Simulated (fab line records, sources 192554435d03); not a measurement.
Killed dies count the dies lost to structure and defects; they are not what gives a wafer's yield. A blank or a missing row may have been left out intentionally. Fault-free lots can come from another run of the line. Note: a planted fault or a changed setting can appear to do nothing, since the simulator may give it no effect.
Split-lot study ; flow n5-finfet ; 21 wafers read from 7 lots, route of 1938 steps

== ON THE SPLIT ==
At N5_DUMMY_GATE_EXPOSE_12 (exposes mask GATE, target cd 25 nm), the setting dose-mj was moved away from the recipe's 34 on 6 of the 21 wafers read, by -7.5% to +3.6%. All remaining wafers had this setting at the recipe value.

== FROM THE SPLIT TO THE READING: what the file shows between them, 2 steps ==
- N5_DUMMY_GATE_PEB_13: peb time 60 s
- N5_DUMMY_GATE_DEVELOP_14: develop time 30 s

== THE READING ==
cd-nm at N5_DUMMY_GATE_CD_MEAS_15, given in nm (cd target 25.8 nm). A value of 24.93 nm with a standard deviation of 0.27 nm is what fault-free wafers of this fab line usually give.

wafer;tool, chamber at the split;dose-mj as run;against the recipe;cd-nm, nm;against lot-mates on the recipe
L078.4;euv-scanner-01, 0;35.21;+3.6%;24.00;-0.55
L078.5;euv-scanner-01, 0;35.21;+3.6%;24.11;-0.44
L078.6;euv-scanner-01, 0;34;recipe;24.55;-
L082.3;euv-scanner-01, 0;34;recipe;24.85;-
L082.4;euv-scanner-01, 0;34;recipe;25.10;-
L082.5;euv-scanner-01, 0;34;recipe;25.41;-
L085.2;euv-scanner-01, 0;34;recipe;25.47;-
L085.3;euv-scanner-01, 0;31.49;-7.4%;26.78;+1.31
L085.5;euv-scanner-01, 0;31.49;-7.4%;26.58;+1.11
L088.2;euv-scanner-02, 0;34;recipe;24.82;-
L088.3;euv-scanner-02, 0;31.46;-7.5%;26.59;+1.77
L088.6;euv-scanner-02, 0;34;recipe;24.82;-
L089.1;euv-scanner-01, 0;34;recipe;24.90;-
L089.2;euv-scanner-01, 0;32.07;-5.7%;26.02;+1.20
L089.5;euv-scanner-01, 0;34;recipe;24.75;-
L091.1;euv-scanner-01, 0;34;recipe;25.31;-
L091.3;euv-scanner-01, 0;34;recipe;25.10;-
L091.5;euv-scanner-01, 0;34;recipe;25.17;-
L093.2;euv-scanner-01, 0;34;recipe;24.69;-
L093.5;euv-scanner-01, 0;34;recipe;25.25;-
L093.6;euv-scanner-01, 0;34;recipe;24.79;-

FIT RESULTS
A straight line over all 21 wafers: cd-nm changes by -0.224 nm for each +1% of dose-mj; r = -0.94; the points scatter about the line by 0.25 nm.
The same after taking each lot's own level away (the mean of its wafers on the recipe; 21 wafers): -0.184 nm for each +1%; r = -0.96; scatter 0.19 nm.
Per that fit: largest dose-mj move, reading shift of 1.4 nm.
Across the lots, their own levels run from 24.550 to 25.470 nm, a range of 3.4 times the standard deviation given above.
So the slope is not independent of the lot-to-lot level: the two fits are not the same.
Check: with one of the wafers moved furthest among these (-7.5%) left out of the fit, the line predicts +1.27 nm for it against its lot-mates. It came out at +1.77 nm against them.

== OTHER SPLITS APPLIED TO THESE WAFERS ==
Other splits were also applied to these wafers ahead of the reading. Each is held against what the fit with the lots' levels taken away leaves over:
other split on the same wafers;wafers away from the commonest value;r with cd-nm (lot level and that fit taken away)
N5_WELL_APT_PEB_23 peb-temp-c;5;-0.07
N5_FIN_SAQP_PECVD_06 time-s;6;+0.02
N5_FIN_SAQP_EXPOSE_13 dose-mj;9;+0.28
N5_DUMMY_GATE_PECVD_30 time-s;7;+0.36

== THE FILE'S OWN FIT ==
cd-nm changes by -0.198 nm for each +1% of dose-mj, r = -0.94.
